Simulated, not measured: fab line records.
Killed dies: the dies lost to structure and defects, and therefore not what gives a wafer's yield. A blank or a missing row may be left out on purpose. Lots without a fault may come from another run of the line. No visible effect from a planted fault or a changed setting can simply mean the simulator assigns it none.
One fault seen from 2 desks | flow n5-finfet | numbers are kept per desk, each desk with only its own; the story behind them comes last

== FOR THE TOOL OWNER'S DESK: ald-metal-01 ==
The tool's own readings at N5_BEOL_M0_ALD_136 (deposits TaN, pulse time 2 s, purge time 3 s, co reactant purge time 2 s): means of the sampled wafers that have a number, for each lot that ran on this tool. If a lot's mean is further than 4 standard deviations from the usual mean, the lot is out of limits and carries the mark OUT (the distance appears in the brackets).
Columns: A = heater-power-w at N5_BEOL_M0_ALD_136, usual 423 W; B = precursor-vessel-carrier-sccm at N5_BEOL_M0_ALD_136, usual 999.8 sccm
lot  | first seen here | A   | B
L512 | day 6 09:28     | 411 | 997.3
L514 | day 6 23:01     | 388 | 1001.7
L518 | day 7 17:29     | 412 | 997.8
L524 | day 9 06:14     | 358 | 1001.9
L527 | day 9 21:46     | 348 | 1000.7
Result from this desk: across the 5 lots, nothing is out of limits.

== AT THE METROLOGY DESK ==
Means of the sampled wafers that have a number, per lot and without regard to the tool the lot ran on: this is what the gauges read. If a lot's mean is further than 4 standard deviations from the usual mean, the lot is out of limits and carries the mark OUT (the distance appears in the brackets). Of its 10 readings 7 are shown: those that lie furthest out on some lot.
Columns: A = DIBL_N at N5_BEOL_M4_RC_MEAS_101, usual 36.4 mV/V; B = DIBL_P at N5_BEOL_M4_RC_MEAS_101, usual 36.4 mV/V; C = IOFF_N at N5_BEOL_M4_RC_MEAS_101, usual 0.156 nA/um; D = IOFF_P at N5_BEOL_M4_RC_MEAS_101, usual 0.210 nA/um; E = ION_P at N5_BEOL_M4_RC_MEAS_101, usual 463 uA/um; F = SS_N at N5_BEOL_M4_RC_MEAS_101, usual 71.6 mV/dec; G = SS_P at N5_BEOL_M4_RC_MEAS_101, usual 73.3 mV/dec
lot  | first seen here | A    | B    | C     | D     | E   | F    | G
L511 | day 9 06:28     | 37.3 | 34.9 | 0.150 | 0.227 | 462 | 71.9 | 73.6
L512 | day 9 10:19     | 35.5 | 37.2 | 0.159 | 0.201 | 464 | 71.5 | 73.2
L514 | day 9 12:20     | 35.9 | 34.7 | 0.159 | 0.185 | 457 | 71.7 | 73.5
L518 | day 10 18:31    | 37.6 | 37.5 | 0.159 | 0.200 | 458 | 71.4 | 73.8
L524 | day 12 11:01    | 38.3 | 34.8 | 0.149 | 0.212 | 462 | 70.8 | 73.0
L527 | day 13 01:37    | 38.1 | 38.9 | 0.179 | 0.226 | 465 | 71.9 | 73.6
L529 | day 13 18:05    | 37.7 | 36.2 | 0.166 | 0.229 | 467 | 71.4 | 73.4
L530 | day 13 23:07    | 34.4 | 35.4 | 0.127 | 0.182 | 460 | 71.3 | 72.3
L532 | day 14 05:38    | 37.5 | 37.4 | 0.179 | 0.219 | 465 | 71.9 | 73.5
L533 | day 14 15:42    | 36.6 | 37.2 | 0.168 | 0.233 | 470 | 72.0 | 73.8
Result from this desk: across the 10 lots, nothing is out of limits.

== ALL TOGETHER ==
The desk of the tool owner found nothing out of limits.
Metrology desk: nothing out of limits seen.

== WHAT THE SIMULATOR HAD INSERTED ==
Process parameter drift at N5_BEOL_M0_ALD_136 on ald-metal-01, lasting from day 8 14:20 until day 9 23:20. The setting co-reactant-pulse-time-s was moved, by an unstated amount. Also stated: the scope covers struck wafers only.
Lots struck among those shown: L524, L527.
